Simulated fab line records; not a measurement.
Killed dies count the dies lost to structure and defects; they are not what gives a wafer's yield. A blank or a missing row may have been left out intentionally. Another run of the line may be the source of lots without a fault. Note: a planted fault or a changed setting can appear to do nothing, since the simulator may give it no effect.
Matching of chambers ; flow nand_harc ; rie_si-02 running NHARC_A_ZERO_WELL_ETCH_13: 4 sister chambers
The step etches the open film in HBr/Cl2, target depth 120 nm, time 40.1 s. 4 wafers are shown with their chamber, then 9 later ones without.

== EACH WAFER AND ITS CHAMBER ==
wafer;chamber;drypump_motor_current_A (A)
L083.5;3;6.4
L083.6;2;5.9
L084.4;0;6.0
L084.5;1;6.4

== WAFERS WITH NO CHAMBER GIVEN ==
wafer;drypump_motor_current_A (A)
L086.2;6.4
L086.5;6.4
L086.6;6.4
L092.1;6.4
L092.2;6.1
L092.5;6.5
L094.1;6.4
L094.3;5.9
L094.5;5.9

== WHICH CHAMBER EACH ONE RAN IN ==
wafer;from the rows above;in truth
L086.2;can't be placed: 1 or 3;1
L086.5;can't be placed: 1 or 3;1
L086.6;can't be placed: 1 or 3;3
L092.1;can't be placed: 1 or 3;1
L092.2;0;0
L092.5;can't be placed: 1 or 3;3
L094.1;can't be placed: 1 or 3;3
L094.3;2;2
L094.5;2;2
Correct placement for 3 of the 9. Unplaceable from these rows: 6, with the true chamber sitting among the candidates in 6. Wrongly placed: 0.
How it was worked out, from the rows above alone: a wafer's distance from a chamber is the root of the sum, over the readings, of the square of ((its reading less the chamber's mean) divided by the reading's scatter). The wafer belongs to the nearest chamber; if the next one is less than 2 further off, it can't be placed. A chamber's mean is the mean of its shown wafers. The scatter: with one shown wafer a chamber, the root of the mean of the squares of how far each hidden wafer lies from its nearest shown one.
